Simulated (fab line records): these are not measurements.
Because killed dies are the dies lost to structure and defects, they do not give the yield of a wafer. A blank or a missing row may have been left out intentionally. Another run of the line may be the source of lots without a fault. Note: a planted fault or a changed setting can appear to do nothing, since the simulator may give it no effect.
fab line records	flow nand_harc
record: lots: 7	wafers: 18	last_day: 33
route steps=1302 shown A_CONTACT@1089 END@1302
lots that met no fault: taken from a fault-free run of the same line
start_h: hours from the record's opening day to when the first of the lot's shown wafers began	wait_h: hours from the lot's prior step to this one	" repeats the value in the row above	L1.1+2: a single row standing in for several wafers	- no value present, or no start provided	* or withheld: withheld	< > ~ a bound
route shown NAME@n: a module of which the file shows steps, and the number in the route of the first	usual: average and standard deviation across the fault-free wafers	same: alike in all rows	chamber/n: place in a boat	sites: readings site by site	_std_site: how widely they spread, as a standard deviation	_edge_site: inner sites' mean taken away from outer sites' mean	radius_mm: how far each site lies from the wafer's centre	mask NAME#n: copy n	behind: the last tool/chamber to shape the wafer	hold: why the lot went on hold/how many hours it stayed there/how the hold came to an end	device: transistor that didn't switch, given as n, p or np	end of line: at the end of the route, the tests of the same wafers	a step given without rows: its recipe and nothing more	killed: at the first sort, the dies lost to defects and structure; wafer yield is something else	map: the dies of a wafer, with x for killed, . for not killed, _ for no die there
set.NAME: the setting that was run; set.NAME@STEP: the one run at that earlier step	model.NAME: the simulator's own value behind a step, which no gauge read
lots at selected steps of the route; one table per step, one row per wafer
services: a tool's chamber out of use, with start hour (start_h, from the record's first day; less than 0 if before it), hours out, and reason
== steps ==
step: NHARC_A_CONTACT_ETCH_137
recipe: source_w: withheld	pressure_mtorr: 20	bias_v: 1200	time_s: 311	target_depth_a: 19120	ar_flow_sccm: withheld	c4f8_flow_sccm: withheld	o2_flow_sccm: withheld	chemistry: C4F8/O2/Ar
step: NHARC_A_CONTACT_ETCH_138
recipe: source_w: withheld	pressure_mtorr: 20	bias_v: 1200	time_s: 311	target_depth_a: 19140	ar_flow_sccm: withheld	c4f8_flow_sccm: withheld	o2_flow_sccm: withheld	chemistry: C4F8/O2/Ar
step: NHARC_A_CONTACT_ETCH_139
recipe: source_w: withheld	pressure_mtorr: 20	bias_v: 400	time_s: 195	target_depth_a: 8400	ar_flow_sccm: withheld	c4f8_flow_sccm: 11.5	o2_flow_sccm: 7.2	chemistry: C4F8/O2/Ar
lot.wafer	tool	chamber	start_h	wait_h	rf_hours_counter_h
L592.2	har_cap_etch-03	0	554.48	0.2	53
L592.3	"	1	"	"	-
L592.4	"	0	"	"	-
L595.2	har_cap_etch-01	0	572.99	0.2	11
L595.1	"	1	"	"	11
L595.3	"	1	"	"	-
L600.3	har_cap_etch-01	0	626.85	0.2	-
L600.5	"	0	"	"	-
L601.3	har_cap_etch-01	1	635.35	0.2	-
L601.5	"	0	"	"	-
L603.3	har_cap_etch-03	0	642.25	0.2	-
L603.5	"	1	"	"	-
L610.1	har_cap_etch-01	0	717.79	0.2	38
L610.3	"	1	"	"	-
L610.6	"	0	"	"	-
L612.1	har_cap_etch-03	0	735.67	0.2	88
L612.4	"	0	"	"	-
L612.5	"	1	"	"	-
step: NHARC_A_CONTACT_ETCH_92
recipe: target_depth_a: 400	over_etch_frac: 0.5	time_s: 85.7	ion_energy_ev: 120	ch3f_flow_sccm: 50	o2_flow_sccm: 30	ar_flow_sccm: 200	rf_w: 500	bias_w: 100	chemistry: CH3F/O2
usual: drypump_motor_current_A: 5.7/0.5	o2_flow_sccm: 30.01/0.091	oes_product_au: 0.930/0.019	rf_vpp_V: 243.1/1.8	showerhead_plenum_p_Torr: 2.37/0.11	throttle_valve_pct: 20.664/0.0093
lot.wafer	tool	chamber	start_h	wait_h	drypump_motor_current_A	o2_flow_sccm	oes_product_au	rf_hours_counter_h	rf_vpp_V	showerhead_plenum_p_Torr	throttle_valve_pct
L592.2	rie_diel-12	0	554.99	0.5	5.6	30.06	0.930	38	245.3	2.47	20.663
L592.4	"	1	"	"	5.5	30.11	0.932	35	241.0	2.32	20.675
L592.3	"	3	"	"	5.1	30.14	0.929	38	244.4	2.46	20.653
L595.2	rie_diel-13	1	573.55	0.5	6.2	30.18	0.926	8	242.2	2.27	20.667
L595.3	"	2	"	"	6.4	29.84	0.918	7	243.0	2.36	20.660
L595.1	"	0	"	"	5.0	29.73	0.921	9	241.5	2.28	20.668
L600.3	rie_diel-13	3	627.32	0.4	5.5	30.04	0.929	17	242.7	2.34	20.654
L600.5	"	3	"	"	5.5	30.05	0.930	-	244.2	2.34	20.656
L601.3	rie_diel-13	0	635.77	0.4	5.0	29.86	0.932	25	239.9	2.27	20.676
L601.5	"	1	"	"	6.2	29.93	0.927	-	240.5	2.27	20.662
L603.3	rie_diel-13	0	642.71	0.4	5.0	30.03	0.932	26	241.7	2.27	20.668
L603.5	"	1	"	"	6.2	29.93	0.934	-	241.1	2.27	20.680
L610.3	rie_diel-13	0	718.34	0.4	5.0	30.15	0.920	3	247.6	2.66	20.668
L610.1	"	3	"	"	5.5	30.12	0.905	3	241.3	2.33	20.650
L610.6	"	1	"	"	6.2	29.95	0.910	-	247.0	2.66	20.672
L612.4	rie_diel-12	0	736.18	0.4	5.6	30.04	0.931	33	244.7	2.44	20.659
L612.1	"	1	"	"	5.5	30.04	0.931	32	241.1	2.30	20.663
L612.5	"	0	"	"	5.6	29.98	0.935	-	244.7	2.44	20.678
step: NHARC_A_CONTACT_ETCH_98
recipe: target_depth_a: 200	over_etch_frac: 0.5	time_s: 10	ion_energy_ev: 250	c4f6_flow_sccm: 25	o2_flow_sccm: 20	ar_flow_sccm: 500	rf_w: 600	bias_w: 500	chemistry: C4F6/O2
usual: drypump_motor_current_A: 5.8/0.51	o2_flow_sccm: 20.01/0.061	oes_product_au: 0.951/0.017	rf_vpp_V: 544/3.5	showerhead_plenum_p_Torr: 3.79/0.16	throttle_valve_pct: 26.903/0.0095
lot.wafer	tool	chamber	start_h	wait_h	drypump_motor_current_A	o2_flow_sccm	oes_product_au	rf_hours_counter_h	rf_vpp_V	showerhead_plenum_p_Torr	throttle_valve_pct
L592.4	rie_diel-12	3	-	-	5.1	19.97	0.970	38	547	3.92	26.903
L592.3	"	0	"	"	5.6	20.06	0.963	38	548	3.94	26.895
L592.2	"	2	"	"	6.0	20.08	0.956	38	552	4.16	26.890
L595.1	rie_diel-13	2	-	-	6.4	20.07	0.954	8	544	3.78	26.913
L595.2	"	3	"	"	5.5	20.03	0.956	9	544	3.74	26.902
L595.3	"	1	"	"	6.2	20.09	0.958	9	543	3.65	26.908
L600.3	rie_diel-13	1	-	-	6.3	19.93	0.944	20	541	3.64	26.896
L600.5	"	2	"	"	6.4	19.95	0.947	-	544	3.77	26.896
L601.3	rie_diel-13	0	-	-	5.0	20.07	0.956	25	541	3.65	26.904
L601.5	"	2	"	"	6.5	19.94	0.936	-	544	3.77	26.903
L603.3	rie_diel-13	1	-	-	6.2	20.14	0.949	24	540	3.64	26.899
L603.5	"	0	"	"	5.0	19.96	0.954	-	542	3.64	26.880
L610.3	rie_diel-13	1	-	-	6.2	19.93	0.947	3	553	4.22	26.906
L610.1	"	3	"	"	5.5	20.21	0.942	3	541	3.73	26.907
L610.6	"	2	"	"	6.4	20.08	0.958	-	545	3.76	26.892
L612.4	rie_diel-12	3	-	-	5.1	19.98	0.942	34	545	3.89	26.908
L612.1	"	0	"	"	5.6	20.02	0.954	33	547	3.90	26.899
L612.5	"	2	"	"	6.0	19.91	0.928	-	552	4.13	26.904
step: NHARC_A_CONTACT_CD_MEAS_15
usual: cd_nm: 189.9/0.7
lot.wafer	tool	chamber	start_h	wait_h	cd_nm
L592.2	cd_sem-02	-	555.25	-	190.5
L592.3	"	-	"	"	190.5
L592.4	"	-	"	"	189.4
L595.1	cd_sem-02	-	574.49	-	189.7
L595.2	"	-	"	"	189.7
L595.3	"	-	"	"	190.7
L600.3	cd_sem-01	-	627.54	-	188.1
L600.5	"	-	"	"	188.4
L601.3	cd_sem-02	-	635.99	-	188.9
L601.5	"	-	"	"	188.7
L603.3	cd_sem-03	-	642.89	-	190.2
L603.5	"	-	"	"	189.7
L610.1	cd_sem-03	-	718.56	-	190.4
L610.3	"	-	"	"	190.2
L610.6	"	-	"	"	190.9
L612.1	cd_sem-03	-	736.40	-	189.1
L612.4	"	-	"	"	190.2
L612.5	"	-	"	"	190.9
step: NHARC_A_CONTACT_STRIP_107
recipe: n2_flow_sccm: 150	h2_flow_sccm: 150	ar_flow_sccm: 0	bias_w: 0	chemistry: N2/H2
step: NHARC_A_CONTACT_STRIP_108
recipe: cf4_flow_sccm: 100	chf3_flow_sccm: 30	ar_flow_sccm: 0	bias_w: 0	chemistry: CF4/CHF3
step: NHARC_A_CONTACT_STRIP_109
recipe: o2_flow_sccm: 400	cos_flow_sccm: 20	ar_flow_sccm: 0	bias_w: 0	chemistry: O2/COS
step: NHARC_A_CONTACT_ETCH_110
recipe: target_depth_a: 600	overetch_a: 60	time_s: 33	ion_energy_ev: 100	cf4_flow_sccm: 80	o2_flow_sccm: 20	ar_flow_sccm: 0	rf_w: 300	bias_w: 100	chemistry: CF4/O2
usual: drypump_motor_current_A: 5.7/0.5	o2_flow_sccm: 20.01/0.059	oes_product_au: 1.000/0.01	rf_vpp_V: 196.9/1.6	showerhead_plenum_p_Torr: 1.29/0.06	throttle_valve_pct: 13.398/0.0084
lot.wafer	tool	chamber	start_h	wait_h	drypump_motor_current_A	o2_flow_sccm	oes_product_au	rf_hours_counter_h	rf_vpp_V	showerhead_plenum_p_Torr	throttle_valve_pct
L592.4	rie_diel-13	3	555.54	0.1	5.5	20.00	0.993	5	196.5	1.27	13.397
L592.3	"	0	"	"	5.0	19.98	1.000	5	196.2	1.24	13.391
L592.2	"	2	"	"	6.4	20.02	0.979	5	198.1	1.28	13.401
L595.1	rie_diel-12	1	574.82	0.1	5.5	19.98	0.998	41	197.0	1.26	13.383
L595.3	"	3	"	"	5.1	20.04	1.012	45	197.8	1.33	13.405
L595.2	"	0	"	"	5.5	19.91	0.992	44	198.3	1.34	13.398
L600.3	rie_diel-13	3	627.84	0.1	5.5	19.99	0.994	17	196.8	1.27	13.413
L600.5	"	2	"	"	6.4	20.03	0.990	-	196.1	1.28	13.391
L601.3	rie_diel-02	1	636.28	0.1	6.1	19.94	1.011	22	197.0	1.33	13.407
L601.5	"	2	"	"	5.6	19.93	0.997	-	196.8	1.24	13.388
L603.3	rie_diel-13	0	643.19	0.1	5.0	20.02	1.015	26	194.5	1.23	13.393
L603.5	"	2	"	"	6.4	20.14	0.989	-	196.8	1.28	13.371
L610.3	rie_diel-13	3	718.95	0.0	5.5	19.93	0.999	3	196.1	1.26	13.413
L610.1	"	0	"	"	5.0	19.99	0.995	3	199.1	1.45	13.408
L610.6	"	0	"	"	5.0	19.97	1.000	-	201.1	1.45	13.391
L612.1	rie_diel-02	2	736.73	0.1	5.7	19.94	0.998	56	196.1	1.24	13.374
L612.5	"	2	"	"	5.7	19.97	1.003	-	196.9	1.24	13.397
L612.4	"	0	"	"	6.1	20.03	0.999	-	198.0	1.31	13.394
step: NHARC_A_CONTACT_STRIP_26
recipe: o2_flow_sccm: 500	ar_flow_sccm: 0	bias_w: 0	chemistry: O2
usual: drypump_motor_current_A: 5.7/0.51	o2_flow_sccm: 500.0/1.5	oes_product_au: 1.000/0.01	rf_vpp_V: 57.4/0.81	showerhead_plenum_p_Torr: 3.41/0.15	throttle_valve_pct: 17.036/0.0094
lot.wafer	tool	chamber	start_h	wait_h	drypump_motor_current_A	o2_flow_sccm	oes_product_au	rf_hours_counter_h	rf_vpp_V	showerhead_plenum_p_Torr	throttle_valve_pct
L592.3	rie_diel-13	1	-	-	6.2	498.8	0.988	5	57.3	3.28	17.030
L592.2	"	2	"	"	6.4	501.1	0.988	5	58.5	3.40	17.056
L592.4	"	0	"	"	5.0	500.5	1.010	5	56.7	3.28	17.034
L595.1	rie_diel-12	1	-	-	5.6	499.4	1.003	41	57.5	3.33	17.037
L595.3	"	2	"	"	6.0	498.4	0.988	43	59.3	3.75	17.051
L595.2	"	3	"	"	5.1	499.2	1.015	45	58.2	3.52	17.043
L600.3	rie_diel-13	2	-	-	6.5	501.4	0.988	20	57.7	3.39	17.046
L600.5	"	0	"	"	5.0	499.3	1.001	-	58.0	3.27	17.031
L601.3	rie_diel-02	3	-	-	5.2	502.5	1.025	20	56.1	3.30	17.032
L601.5	"	3	"	"	5.3	500.1	1.037	-	57.4	3.30	17.039
L603.3	rie_diel-13	1	-	-	6.2	499.6	1.005	25	58.0	3.27	17.043
L603.5	"	1	"	"	6.2	501.4	1.010	-	57.2	3.27	17.037
L610.3	rie_diel-13	1	-	-	6.2	501.5	0.998	3	58.3	3.81	17.030
L610.1	"	2	"	"	6.4	501.1	1.011	2	56.3	3.38	17.022
L610.6	"	2	"	"	6.4	500.5	1.020	-	57.2	3.38	17.040
L612.1	rie_diel-02	1	-	-	6.0	497.7	0.997	56	58.6	3.50	17.038
L612.5	"	1	"	"	6.0	500.2	0.996	-	56.3	3.50	17.046
L612.4	"	2	"	"	5.7	499.8	0.986	-	56.8	3.28	17.011
step: NHARC_A_CONTACT_STRIP_27
recipe: time_s: 600	temp_c: 30	chemistry: post_etch_residue_remover
step: NHARC_A_CONTACT_ALD_18
recipe: target_thk_a: 30	pulse_time_s: 1	ald_cycles: 150	temp_c: 450	material: TiN
usual: ald_cycles: 150/0	heater_power_w: 1069/84	precursor_pulse_height_rel: 1.001/0.018
lot.wafer	tool	chamber	start_h	wait_h	ald_cycles	heater_power_w	precursor_pulse_height_rel
L592.2	ald_metal-03	3	556.19	-	150	1203	0.980
L592.3	"	0	"	"	150	1047	1.008
L592.4	"	1	"	"	150	1030	0.968
L595.2	ald_metal-04	3	575.59	-	150	1082	0.994
L595.3	"	1	"	"	150	1050	1.010
L595.1	"	2	"	"	150	978	1.013
L600.3	ald_metal-03	3	628.54	-	178	1272	1.002
L600.5	"	1	"	"	178	1015	1.010
L601.3	ald_metal-03	0	636.99	-	178	1082	1.000
L601.5	"	1	"	"	178	1049	1.004
L603.3	ald_metal-03	3	643.87	-	178	1243	1.013
L603.5	"	1	"	"	178	1046	0.988
L610.3	ald_metal-02	0	719.64	-	150	1247	1.022
L610.1	"	2	"	"	150	988	0.999
L610.6	"	3	"	"	150	966	1.021
L612.1	ald_metal-04	0	737.45	-	150	1022	0.995
L612.4	"	2	"	"	150	1006	0.988
L612.5	"	0	"	"	150	1021	0.986
step: NHARC_A_CONTACT_CVD_19
recipe: target_thk_a: 3000	temp_c: 300	pressure_torr: 40	wf6_flow_sccm: 40	h2_flow_sccm: 1600	ar_flow_sccm: 1560	time_s: 802	material: W
step: NHARC_END_SORT_01
recipe: temp_c: 25
usual: killed_at_array: 52/18	killed_at_other: 1.0/1.4	killed_at_periphery: 3.1/2.3	killed_dies: 56/17	killed_open: 3.0/1.7	killed_short: 2.5/1.7
same: gross_dies: 677
lot.wafer	tool	chamber	start_h	wait_h	killed_at_array	killed_at_other	killed_at_periphery	killed_dies	killed_open	killed_short
L595.1	prober-02	0	620.91	2.5	66	0	1	67	1	0
L595.2	prober-02	0	621.71	2.8	61	2	1	64	6	1
L595.3	prober-02	0	622.51	3.1	65	0	1	66	0	5
L600.3	prober-02	0	678.54	3.1	17	3	4	24	5	0
L600.5	prober-02	0	680.16	3.7	22	3	5	30	6	3
L603.3	prober-01	0	685.19	3.1	52	0	3	55	1	0
L603.5	prober-01	0	686.79	3.7	68	0	1	69	4	1
L601.3	prober-02	0	686.36	3.1	33	0	1	34	1	1
L601.5	prober-02	0	687.95	3.7	31	3	1	35	3	3
killed by level:class
L595.1 A_CHANNEL_HOLE_D2:chamber_film_flake=29 A_SLIT:chamber_film_flake=24 A_SGD_CUT:chamber_film_flake=5 A_CONTACT:chamber_film_flake=3 A_CHANNEL_HOLE_D1:chamber_film_flake=2 A_SOURCE_PLATE:geometric_particle:open=1 P_ZERO_WELL:chamber_film_flake=1 A_CHANNEL_FILL_D2:chamber_film_flake=1
L595.2 A_SLIT:chamber_film_flake=25 A_CHANNEL_HOLE_D2:chamber_film_flake=15 A_CHANNEL_FILL_D2:chamber_film_flake=5 A_SGD_CUT:chamber_film_flake=5 A_CHANNEL_HOLE_D1:chamber_film_flake=3 A_ONON_D1:geometric_particle:open=2 STARTING-WAFER:geometric_particle:open=2 A_CONTACT:chamber_film_flake=2
L595.3 A_SLIT:chamber_film_flake=27 A_CHANNEL_HOLE_D2:chamber_film_flake=19 A_CHANNEL_HOLE_D1:chamber_film_flake=4 A_CONTACT:chamber_film_flake=4 A_SGD_CUT:chamber_film_flake=4 A_CHANNEL_FILL_D2:chamber_film_flake=2 P_STI:geometric_particle:short=1 A_ONON_D1:geometric_particle:short=1
L600.3 A_CHANNEL_HOLE_D1:chamber_film_flake=5 THIN_TSV:chamber_film_flake=3 A_WL_FILL:chamber_film_flake=2 A_CONTACT:chamber_film_flake=2 P_GATE:geometric_particle:open=1 A_CHANNEL_FILL_D1:geometric_particle:open=1 A_ONON_D2:geometric_particle:open=1 A_CHANNEL_FILL_D2:geometric_particle:open=1
L600.5 A_CONTACT:chamber_film_flake=4 A_CHANNEL_HOLE_D1:chamber_film_flake=3 A_SLIT:chamber_film_flake=3 THIN_TSV:chamber_film_flake=3 A_SOURCE_PLATE:geometric_particle:open=2 P_GATE:chamber_film_flake=2 A_CHANNEL_FILL_D2:chamber_film_flake=2 A_STAIRCASE:chamber_film_flake=2
L603.3 A_CHANNEL_HOLE_D1:chamber_film_flake=19 A_CHANNEL_HOLE_D2:chamber_film_flake=17 A_CONTACT:chamber_film_flake=7 A_STAIRCASE:chamber_film_flake=4 P_M0:geometric_particle:open=1 P_GATE:chamber_film_flake=1 P_M2:chamber_film_flake=1 A_ZERO_WELL:chamber_film_flake=1
L601.3 A_CHANNEL_HOLE_D2:chamber_film_flake=17 A_CHANNEL_HOLE_D1:chamber_film_flake=4 A_CONTACT:chamber_film_flake=4 A_STAIRCASE:chamber_film_flake=2 A_WL_FILL:chamber_film_flake=2 A_CHANNEL_FILL_D1:geometric_particle:open=1 A_CHANNEL_FILL_D2:geometric_particle:short=1 P_STI:chamber_film_flake=1
L603.5 A_CHANNEL_HOLE_D1:chamber_film_flake=29 A_CHANNEL_HOLE_D2:chamber_film_flake=15 A_STAIRCASE:chamber_film_flake=9 A_CONTACT:chamber_film_flake=5 A_SLIT:chamber_film_flake=3 A_ONON_D1:geometric_particle:open=1 A_CHANNEL_FILL_D1:geometric_particle:short=1 A_DECK1_JOINT:geometric_particle:open=1
L601.5 A_CHANNEL_HOLE_D2:chamber_film_flake=15 A_CHANNEL_HOLE_D1:chamber_film_flake=5 THIN_TSV:chamber_film_flake=3 A_CHANNEL_FILL_D1:geometric_particle:open=2 A_SLIT:chamber_film_flake=2 A_WL_FILL:chamber_film_flake=2 A_DECK1_JOINT:geometric_particle:short=1 A_SGD_CUT:geometric_particle:short=1
== services ==
tool	chamber	start_h	hours	kind
rie_diel-13	-	540.47	0.6	repair
rie_diel-13	0	552.54	-	clean
rie_diel-13	1	552.54	-	clean
rie_diel-13	2	552.54	-	clean
rie_diel-13	3	552.54	-	clean
ald_metal-03	-	568.00	10.0	pm
rie_diel-13	0	577.04	-	clean
rie_diel-13	1	577.04	-	clean
rie_diel-13	2	577.04	-	clean
rie_diel-13	1	608.78	9.6	repair
ald_metal-02	-	610.00	10.0	pm
rie_diel-12	-	617.72	0.5	repair
ald_metal-04	-	618.74	1.7	repair
rie_diel-12	-	623.70	9.0	pm
ald_metal-03	-	649.57	6.2	repair
ald_metal-04	-	652.57	10.0	pm
ald_metal-03	1	683.43	26.2	repair
ald_metal-03	2	689.10	3.7	repair
rie_diel-13	-	696.17	9.0	pm
ald_metal-04	2	700.39	4.6	repair
rie_diel-12	2	702.20	9.0	repair
rie_diel-02	0	706.35	13.2	repair
ald_metal-04	-	729.55	0.4	repair
rie_diel-02	3	731.04	8.6	repair
== key ==
first_sign: step: NHARC_A_CONTACT_ALD_18	reading: ald_cycles	direction: up	sigmas: 99+	usual: 150	struck: 178
effect none on later readings
met_at NHARC_A_CONTACT_ALD_18
struck_wafers L600.3,L600.5,L601.3,L601.5,L603.3,L603.5
tester_left_out L600,L601,L603
onset_between 556.19 628.54
fault: kind: process_parameter_drift	tool: ald_metal-03	chamber: -	onset_h: 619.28	steps: NHARC_A_CONTACT_ALD_18	channel: ald_cycles	offset: 28	shape: step	end_h: 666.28	scope: struck_wafers_only	acts_in: these_recipes_only	stated: 150
tester_left_out: of these lots the tester's yield and bins aren't shown, on N5 and GAA mostly nor the transistor test; their killed dies are dies lost to structure and defects alone, not to doping, threshold or leakage, so they don't give the yield
